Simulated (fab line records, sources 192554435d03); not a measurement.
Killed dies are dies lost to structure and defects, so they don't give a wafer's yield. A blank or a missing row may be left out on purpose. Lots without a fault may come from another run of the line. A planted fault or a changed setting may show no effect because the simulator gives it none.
Split-lot experiment | flow n5_finfet | 7 lots, 21 wafers read, on a route of 1938 steps

THE SPLIT
At N5_MOL_CONTACT_COAG_VIA_ETCH_46 (etches SiO2 in C4F6/O2, target depth 46 nm, overetch 9.2 nm, time 40 s), the setting bias_w was moved away from the recipe's 455 W on 4 of the 21 wafers read, by -17.7% to +12.1%. The other wafers ran this setting at the recipe's value.

The reading is taken at the split's own step.

THE READING
rf_vpp_V, in V, at N5_MOL_CONTACT_COAG_VIA_ETCH_46 (etches SiO2 in C4F6/O2, target depth 46 nm, overetch 9.2 nm, time 40 s). Fault-free wafers of this fab line usually give 1574 V, standard deviation 33 V.

wafer  | tool, chamber at the split | bias_w as run, W | against the recipe | rf_vpp_V, V | against lot-mates on the recipe
L075.1 | rie_diel-05, 2             | 455              | recipe             | 1527        | -
L075.2 | rie_diel-05, 1             | 455              | recipe             | 1549        | -
L075.4 | rie_diel-05, 3             | 455              | recipe             | 1584        | -
L082.2 | rie_diel-01, 0             | 455              | recipe             | 1622        | -
L082.3 | rie_diel-01, 1             | 455              | recipe             | 1631        | -
L082.5 | rie_diel-01, 0             | 455              | recipe             | 1621        | -
L085.4 | rie_diel-05, 1             | 455              | recipe             | 1548        | -
L085.5 | rie_diel-05, 2             | 455              | recipe             | 1528        | -
L085.6 | rie_diel-05, 1             | 374.3            | -17.7%             | 1336        | -202
L086.2 | rie_diel-03, 0             | 455              | recipe             | 1600        | -
L086.3 | rie_diel-03, 1             | 455              | recipe             | 1569        | -
L086.4 | rie_diel-03, 2             | 385.9            | -15.2%             | 1379        | -206
L087.1 | rie_diel-03, 1             | 455              | recipe             | 1570        | -
L087.2 | rie_diel-03, 0             | 418              | -8.1%              | 1502        | -68
L087.6 | rie_diel-03, 1             | 455              | recipe             | 1571        | -
L089.1 | rie_diel-03, 3             | 455              | recipe             | 1563        | -
L089.2 | rie_diel-03, 1             | 455              | recipe             | 1570        | -
L089.4 | rie_diel-03, 1             | 455              | recipe             | 1570        | -
L091.1 | rie_diel-01, 2             | 455              | recipe             | 1575        | -
L091.4 | rie_diel-01, 0             | 455              | recipe             | 1618        | -
L091.6 | rie_diel-01, 0             | 510.1            | +12.1%             | 1762        | +166

THE FIT
A straight line over all 21 wafers: rf_vpp_V changes by +13.5 V for each +1% of bias_w; r = +0.94; the points scatter about the line by 30 V.
The same after taking each lot's own level away (the mean of its wafers on the recipe; 21 wafers): +12.3 V for each +1%; r = +0.98; scatter 16 V.
On that fit, the largest move of bias_w shifts the reading by 2.2e+02 V.
The lots' own levels span 1538.0 to 1624.7 V, that is 2.6 times the standard deviation above.
So the lot-to-lot level changes the slope little: the two slopes agree.
Check: with one of the wafers moved furthest among these (-17.7%) left out of the fit, the line predicts -226 V for it against its lot-mates. It came out at -202 V against them.
Tool readings at the split's step, against how far the setting was moved: rf_vpp_V r = +0.94.

OTHER SPLITS ON THESE WAFERS
These wafers also went through other splits before the reading. Each is held against what the fit with the lots' levels taken away leaves over:
other split on the same wafers | wafers away from the commonest value | r with rf_vpp_V (lot level and that fit taken away)
N5_GATE_CUT_HM_DEP_46 time_s   | 6                                    | +0.05
N5_GATE_CUT_COAT_27 spin_rpm   | 7                                    | -0.30

THE FILE'S OWN FIT
rf_vpp_V changes by +12.2 V for each +1% of bias_w, r = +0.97.
